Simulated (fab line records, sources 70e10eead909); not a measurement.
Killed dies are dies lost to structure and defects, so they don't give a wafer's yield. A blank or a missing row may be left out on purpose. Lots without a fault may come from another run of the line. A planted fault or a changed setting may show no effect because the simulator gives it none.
Which tool did it? | flow nand_harc | 6 lots, 17 wafers sampled, at 4 steps of a route of 1159

WHAT THE GAUGES READ, wafer by wafer
NHARC_A_M0_CD_MEAS_09: target cd 80 nm.
lot  | measured     | on        | cd_nm (nm)
L276 | day 17 16:49 | cd_sem-01 | 78.5 79.9 80.5
L279 | day 18 12:59 | cd_sem-02 | 79.3 80.1 79.9
L287 | day 20 07:28 | cd_sem-02 | 88.4 88.7 80.2
L286 | day 20 18:22 | cd_sem-01 | 88.1 88.2
L298 | day 23 02:16 | cd_sem-03 | 81.5 79.8 81.0
L297 | day 24 03:32 | cd_sem-02 | 80.1 80.4 79.5

WHICH TOOL RAN EACH LOT (tool, then ch and the chambers of the sampled wafers, then the start)
lot  | NHARC_A_BLC_ETCH_17                           | NHARC_A_BLC_CMP_25            | NHARC_A_M0_PEB_07
L276 | rie_diel-12 ch 0,1,3, day 17 15:31 or earlier | cmp-03 ch 0,1,2, day 17 15:31 | litho_track-04 ch 0, day 17 16:44
L279 | rie_diel-03 ch 0,1,2, day 18 11:42 or earlier | cmp-04 ch 0,1,3, day 18 11:42 | litho_track-06 ch 0, day 18 12:55
L287 | rie_diel-03 ch 2,3, day 20 06:09 or earlier   | cmp-03 ch 1,3, day 20 06:09   | litho_track-04 ch 0, day 20 07:23
L286 | rie_diel-12 ch 0,1, day 20 17:06 or earlier   | cmp-03 ch 0,1, day 20 17:06   | litho_track-04 ch 0, day 20 18:17
L298 | rie_diel-03 ch 1,2, day 23 00:58 or earlier   | cmp-03 ch 0,1,2, day 23 00:58 | litho_track-06 ch 0, day 23 02:11
L297 | rie_diel-12 ch 0,1,3, day 24 02:21 or earlier | cmp-03 ch 0,1,3, day 24 02:21 | litho_track-04 ch 0, day 24 03:27
- NHARC_A_BLC_ETCH_17: etches the open film in N2/H2, target depth 390 nm, time 609.38 s.
- NHARC_A_BLC_CMP_25: polishes, t overpolish 30 s, target thk 150 nm.
- NHARC_A_M0_PEB_07: peb time 65 s.

THE ANSWER, worked out from the rows above alone
Rule: what is usual is taken from the lots themselves. Put in order of their means at a reading, lots are off if they are a third of the lots or fewer, leave a main group of 4 or more, and stand apart from it by a gap of 3 or more times the standard deviation of the main group's means; of several such gaps the widest counts. A main group whose means are all the same, to the digits that the tables above print for the reading, isn't used. A lot without any number at a reading at which 4 lots or more have one is off too. The other lots that the step has rows for count as sound.
Off: L287, L286, at NHARC_A_M0_CD_MEAS_09 (cd_nm). The main group: mean 80.0 nm, standard deviation 0.44.
A tool fits if, at a process step before that reading, it ran every lot that is off, and no sound lot after the first of them. The gauges at NHARC_A_M0_CD_MEAS_09 are tried like those tools. NHARC_A_BLC_ETCH_17 gives no start for some lots, so the hours and the order of its lots are those of NHARC_A_BLC_CMP_25. None of those tried fits.

WHAT THE SIMULATOR HAD PUT IN
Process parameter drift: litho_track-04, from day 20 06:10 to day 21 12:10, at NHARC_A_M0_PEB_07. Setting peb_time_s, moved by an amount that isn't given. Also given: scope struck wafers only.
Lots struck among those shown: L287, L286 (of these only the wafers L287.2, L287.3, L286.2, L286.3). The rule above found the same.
